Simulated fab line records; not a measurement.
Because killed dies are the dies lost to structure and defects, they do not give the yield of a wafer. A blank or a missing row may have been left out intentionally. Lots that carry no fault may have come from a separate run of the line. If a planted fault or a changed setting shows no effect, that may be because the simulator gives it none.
Chamber matching ; flow nand harc ; NHARC_P_CONTACT_DEP_30 on pecvd-03 has 3 sister chambers
The step deposits SiNx, target thk 30 nm. 20 wafers are shown with their chamber, then 10 later ones without.

== EACH WAFER AND ITS CHAMBER ==
wafer;chamber;heater power w (W);rf fwd power W (W)
L077.1;1;669;448.3
L077.4;0;730;449.3
L077.6;0;728;448.2
L080.2;0;715;450.9
L080.3;2;682;447.3
L080.5;0;732;452.7
L079.3;0;745;449.6
L079.4;1;699;447.2
L079.6;0;747;448.2
L084.3;2;705;448.4
L084.4;1;587;448.4
L084.6;2;704;447.1
L085.1;2;614;448.0
L085.2;0;775;448.4
L085.5;1;655;450.6
L090.1;0;684;448.4
L090.2;1;581;448.0
L090.6;0;695;448.8
L091.2;2;668;449.0
L091.3;0;709;449.1

SIGNATURES, as means of the wafers listed above
reading;chamber 0;chamber 1;chamber 2;scatter within a chamber
heater power w;726.00;638.20;674.60;36.6
rf fwd power W;449.360;448.500;447.960;1.27
Rule: for a wafer and a chamber, the distance is found by dividing, reading by reading, the gap between the wafer's reading and the chamber's mean by the reading's scatter, squaring, summing and taking the root. If the next closest chamber is less than 2 further off than the closest, the wafer can't be placed; otherwise it belongs to the closest. The scatter is the square root of a quotient: the sum, over the shown wafers, of each reading's squared deviation from its chamber's mean, divided by wafers minus chambers.

== WAFERS WHOSE CHAMBER IS MISSING ==
wafer;heater power w (W);rf fwd power W (W)
L091.6;594;448.9
L093.2;617;448.5
L093.5;607;448.1
L093.6;670;450.1
L096.1;754;448.6
L096.3;663;448.7
L096.4;759;448.1
L097.4;613;447.6
L097.5;746;447.9
L097.6;630;447.4

== EACH ONE'S CHAMBER ==
wafer;from the rows above;in truth
L091.6;can't be placed: 1 or 2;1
L093.2;can't be placed: 1 or 2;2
L093.5;can't be placed: 1 or 2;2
L093.6;can't be placed: 1 or 0 or 2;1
L096.1;can't be placed: 0 or 2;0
L096.3;can't be placed: 2 or 1 or 0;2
L096.4;can't be placed: 0 or 2 or 1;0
L097.4;can't be placed: 1 or 2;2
L097.5;can't be placed: 0 or 2 or 1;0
L097.6;can't be placed: 1 or 2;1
0 of 10 placed correctly. These rows do not allow placing 10 (true chamber among the candidates in 10). Number placed wrongly: 0.
